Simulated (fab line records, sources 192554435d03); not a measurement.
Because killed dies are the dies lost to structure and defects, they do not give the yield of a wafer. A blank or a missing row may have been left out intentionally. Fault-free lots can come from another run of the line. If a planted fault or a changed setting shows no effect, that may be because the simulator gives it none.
Chamber matching ; flow n5 finfet ; ald sin-02 running N5_BEOL_M2_ALD_98: 4 sister chambers
The step deposits SiO2, target thk 2.5 nm, pulse time 1 s, co reactant pulse time 1 s. 4 wafers are shown with their chamber, then 7 later ones without.

== WAFERS PAIRED WITH THEIR CHAMBERS ==
wafer;chamber;heater power w (W)
L079.6;2;59
L082.6;1;77
L092.2;0;74
L092.5;3;70

== WAFERS WHOSE CHAMBER IS MISSING ==
wafer;heater power w (W)
L092.6;58
L094.4;79
L094.5;71
L094.6;75
L097.1;59
L097.4;79
L097.5;79

== THE CHAMBER EACH PASSED THROUGH ==
wafer;from the rows above;in truth
L092.6;2;2
L094.4;1;1
L094.5;can't be placed: 3 or 0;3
L094.6;can't be placed: 0 or 1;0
L097.1;2;2
L097.4;1;1
L097.5;1;1
5 of 7 placed correctly. Not placeable from these rows: 2 (in 2, the candidates include the true chamber). Wrongly placed: 0.
How it was worked out, from the rows above alone: a wafer's distance from a chamber is the root of the sum, over the readings, of the square of ((its reading less the chamber's mean) divided by the reading's scatter). If the next closest chamber is less than 2 further off than the closest, the wafer can't be placed; otherwise it belongs to the closest. Each chamber's mean is taken over the wafers shown for it. The scatter (one wafer shown for each chamber): square how far every hidden wafer sits from the nearest shown wafer, average those squares and take the square root.
